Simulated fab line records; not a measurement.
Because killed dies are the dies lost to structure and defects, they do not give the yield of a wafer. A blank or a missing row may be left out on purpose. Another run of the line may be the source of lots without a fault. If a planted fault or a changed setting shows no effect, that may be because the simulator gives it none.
Split-lot trial | flow n5Finfet | on a route of 1938 steps: 7 lots, 21 wafers read

## ON THE SPLIT
At N5_BEOL_M5_COAT_66 (time 60 s, resist thk 12 nm), the setting spinRpm was moved away from the recipe's 1500 rpm on 8 of the 21 wafers read, by -9.3% to +5.6%. All remaining wafers had this setting at the recipe value.

Reading taken at the split's own step.

## THE READING
SiARC_of_BEOL_M5_COAT_66.thkNm (the simulator's own value, which no gauge read), in nm, at N5_BEOL_M5_COAT_66 (time 60 s, resist thk 12 nm). The file does not state a usual value for it.

wafer  | tool, chamber at the split | spinRpm as run, rpm | against the recipe | SiARC_of_BEOL_M5_COAT_66.thkNm, nm | against lot-mates on the recipe
L074.1 | lithoTrack-01, 0           | 1500                | recipe             | 12                                 | -
L074.2 | lithoTrack-01, 0           | 1361                | -9.3%              | 12.6                               | +0.6
L074.5 | lithoTrack-01, 0           | 1361                | -9.3%              | 12.6                               | +0.6
L076.1 | lithoTrack-05, 0           | 1500                | recipe             | 12                                 | -
L076.4 | lithoTrack-05, 0           | 1500                | recipe             | 12                                 | -
L076.5 | lithoTrack-05, 0           | 1423                | -5.1%              | 12.4                               | +0.4
L079.2 | lithoTrack-01, 0           | 1500                | recipe             | 12                                 | -
L079.3 | lithoTrack-01, 0           | 1500                | recipe             | 12                                 | -
L079.5 | lithoTrack-01, 0           | 1500                | recipe             | 12                                 | -
L086.2 | lithoTrack-04, 0           | 1500                | recipe             | 12                                 | -
L086.3 | lithoTrack-04, 0           | 1400                | -6.7%              | 12.4                               | +0.4
L086.5 | lithoTrack-04, 0           | 1400                | -6.7%              | 12.4                               | +0.4
L087.1 | lithoTrack-01, 0           | 1500                | recipe             | 12                                 | -
L087.2 | lithoTrack-01, 0           | 1584                | +5.6%              | 11.6                               | -0.4
L087.6 | lithoTrack-01, 0           | 1584                | +5.6%              | 11.6                               | -0.4
L090.3 | lithoTrack-05, 0           | 1500                | recipe             | 12                                 | -
L090.5 | lithoTrack-05, 0           | 1500                | recipe             | 12                                 | -
L090.6 | lithoTrack-05, 0           | 1500                | recipe             | 12                                 | -
L094.1 | lithoTrack-05, 0           | 1368                | -8.8%              | 12.6                               | +0.6
L094.3 | lithoTrack-05, 0           | 1500                | recipe             | 12                                 | -
L094.6 | lithoTrack-05, 0           | 1500                | recipe             | 12                                 | -

FIT RESULTS
A straight line over all 21 wafers: SiARC_of_BEOL_M5_COAT_66.thkNm changes by -0.0666 nm for each +1% of spinRpm; r = -1.00; the points scatter about the line by 0.022 nm.
The same after taking each lot's own level away (the mean of its wafers on the recipe; 21 wafers): -0.0666 nm for each +1%; r = -1.00; scatter 0.022 nm.
According to that fit, moving spinRpm by its largest amount changes the reading by 0.62 nm.
The lots' own levels span 12.00 to 12.00 nm.
Consequently the slope shifts little with the lot-to-lot level, the two slopes agreeing.
Check: for one of the wafers moved furthest among these (-9.3%), held out of the fit, the line's prediction against its lot-mates is +0.615 nm. It came out at +0.6 nm against them.

## OTHER SPLITS APPLIED TO THESE WAFERS
Before the reading, these wafers also passed through other splits. Each is held against what the fit with the lots' levels taken away leaves over:
other split on the same wafers    | wafers away from the commonest value | r with SiARC_of_BEOL_M5_COAT_66.thkNm (lot level and that fit taken away)
N5_BEOL_M0_SAQP_CUT_ETCH_46 timeS | 8                                    | +0.20
N5_BEOL_M1_ETCH_64 timeS          | 8                                    | +0.33
N5_BEOL_M1_COAT_68 spinRpm        | 3                                    | -0.40
N5_BEOL_M2_HM_DEP_02 targetThkA   | 5                                    | -0.02
N5_BEOL_M2_EXPOSE_25 doseMj       | 5                                    | -0.05
N5_BEOL_M2_ALD_98 aldCycles       | 3                                    | -0.39
N5_BEOL_M3_DESCUM_33 timeS        | 5                                    | +0.25
N5_BEOL_M4_DESCUM_33 timeS        | 7                                    | -0.16
N5_BEOL_M4_TRENCH_ETCH_37 sourceW | 10                                   | +0.17

## FILE'S OWN FIT
SiARC_of_BEOL_M5_COAT_66.thkNm changes by -0.0671 nm for each +1% of spinRpm, r = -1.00.
